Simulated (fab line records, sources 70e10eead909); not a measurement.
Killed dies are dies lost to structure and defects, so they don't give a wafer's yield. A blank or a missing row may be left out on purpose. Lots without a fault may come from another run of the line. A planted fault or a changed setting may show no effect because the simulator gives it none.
Tool commonality check | flow nand_harc | 4 lots, 11 wafers sampled

WHY IT WAS OPENED
At NHARC_END_SORT_01 the reading killed_at_array is flagged on 2 of 4 lots. Wafers without a fault read 51, standard deviation 18.
Rule: a lot is flagged when every wafer of it that has a number lies more than 4 standard deviations from that mean, or none has a number. The other lots count as sound.

lot  | measured     | on        | killed_at_array, wafer by wafer | flag
L807 | day 24 18:29 | prober-02 | 19 19 12                        |
L817 | day 28 12:04 | prober-02 | 673 676                         | FLAGGED
L818 | day 29 11:43 | prober-01 | 677 672 674                     | FLAGGED
L828 | day 33 15:25 | prober-01 | 39 27 62                        |
The numbers of the flagged lots are 674 on average: +623 against the usual, or +35 standard deviations.

WHICH TOOL RAN EACH LOT
The record holds 4 process steps before the reading, out of a route of 1302 steps. In each cell: the tool, then ch and the chambers that the sampled wafers went through, then the start.
lot  | flag    | NHARC_A_CHANNEL_HOLE_D2_DESCUM_15  | NHARC_A_CHANNEL_HOLE_D2_ETCH_27  | NHARC_A_CHANNEL_HOLE_D2_ETCH_44    | NHARC_A_CHANNEL_FILL_D2_ALD_02
L807 |         | rie_diel-02 ch 0,1,2, day 13 04:51 | har_etch-01 ch 0,1, day 13 11:01 | rie_diel-12 ch 0,3, day 13 11:45   | ald_hk-04 ch 2,3, day 13 12:59
L817 | FLAGGED | rie_diel-12 ch 1,2, day 17 05:43   | har_etch-02 ch 1, day 17 20:11   | rie_diel-05 ch 1,3, day 17 20:56   | no row
L818 | FLAGGED | rie_diel-12 ch 1,2,3, day 18 02:24 | har_etch-02 ch 0,1, day 18 08:20 | rie_diel-05 ch 0,1,3, day 18 09:02 | no row
L828 |         | rie_diel-12 ch 2,3, day 22 08:09   | har_etch-02 ch 0,1, day 22 13:20 | rie_diel-05 ch 0,2,3, day 22 14:03 | ald_hk-01 ch 0,2,3, day 22 15:19
What these steps do:
- NHARC_A_CHANNEL_HOLE_D2_DESCUM_15: chemistry O2, time 3 s.
- NHARC_A_CHANNEL_HOLE_D2_ETCH_27: etches the open film in C4F8/O2/Ar, time 90 s, target depth 400 nm.
- NHARC_A_CHANNEL_HOLE_D2_ETCH_44: etches the open film in CF4/O2, target depth 140 nm, overetch 14 nm, time 77 s.
- NHARC_A_CHANNEL_FILL_D2_ALD_02: deposits SiO2, target thk 6 nm, pulse time 10 s, ald cycles 60.
- NHARC_END_SORT_01

FLAGGED OVER TOTAL, TOOL BY TOOL (the gauges that took the reading come last)
step                              | tool        | lots run | flagged | share of the flagged lots | sound lots run after its first flagged lot
NHARC_A_CHANNEL_HOLE_D2_DESCUM_15 | rie_diel-02 | 1        | 0       | none                      | -
NHARC_A_CHANNEL_HOLE_D2_DESCUM_15 | rie_diel-12 | 3        | 2       | all                       | 1 (L828)
NHARC_A_CHANNEL_HOLE_D2_ETCH_27   | har_etch-01 | 1        | 0       | none                      | -
NHARC_A_CHANNEL_HOLE_D2_ETCH_27   | har_etch-02 | 3        | 2       | all                       | 1 (L828)
NHARC_A_CHANNEL_HOLE_D2_ETCH_44   | rie_diel-05 | 3        | 2       | all                       | 1 (L828)
NHARC_A_CHANNEL_HOLE_D2_ETCH_44   | rie_diel-12 | 1        | 0       | none                      | -
NHARC_A_CHANNEL_FILL_D2_ALD_02    | ald_hk-01   | 1        | 0       | none                      | -
NHARC_A_CHANNEL_FILL_D2_ALD_02    | ald_hk-04   | 1        | 0       | none                      | -
NHARC_END_SORT_01                 | prober-01   | 2        | 1       | some                      | 1 (L828)
NHARC_END_SORT_01                 | prober-02   | 2        | 1       | some                      | 0

WHAT THE TABLE ALLOWS
3 rows of the table ran every flagged lot: rie_diel-12 at NHARC_A_CHANNEL_HOLE_D2_DESCUM_15, har_etch-02 at NHARC_A_CHANNEL_HOLE_D2_ETCH_27, rie_diel-05 at NHARC_A_CHANNEL_HOLE_D2_ETCH_44.
- rie_diel-12 at NHARC_A_CHANNEL_HOLE_D2_DESCUM_15: 2 of its 3 lots flagged. Sound lots ran on it after the first flagged one (L828), which a lasting fault on the whole tool wouldn't allow.
- har_etch-02 at NHARC_A_CHANNEL_HOLE_D2_ETCH_27: 2 of its 3 lots flagged. Sound lots ran on it after the first flagged one (L828), which a lasting fault on the whole tool wouldn't allow.
- rie_diel-05 at NHARC_A_CHANNEL_HOLE_D2_ETCH_44: 2 of its 3 lots flagged. Sound lots ran on it after the first flagged one (L828), which a lasting fault on the whole tool wouldn't allow. Its own readings lie more than 4 standard deviations out on every wafer of the flagged lots: oes_product_au.
No row of the table ran every flagged lot and no sound lot after the first.

WHAT THE SIMULATOR HAD PUT IN
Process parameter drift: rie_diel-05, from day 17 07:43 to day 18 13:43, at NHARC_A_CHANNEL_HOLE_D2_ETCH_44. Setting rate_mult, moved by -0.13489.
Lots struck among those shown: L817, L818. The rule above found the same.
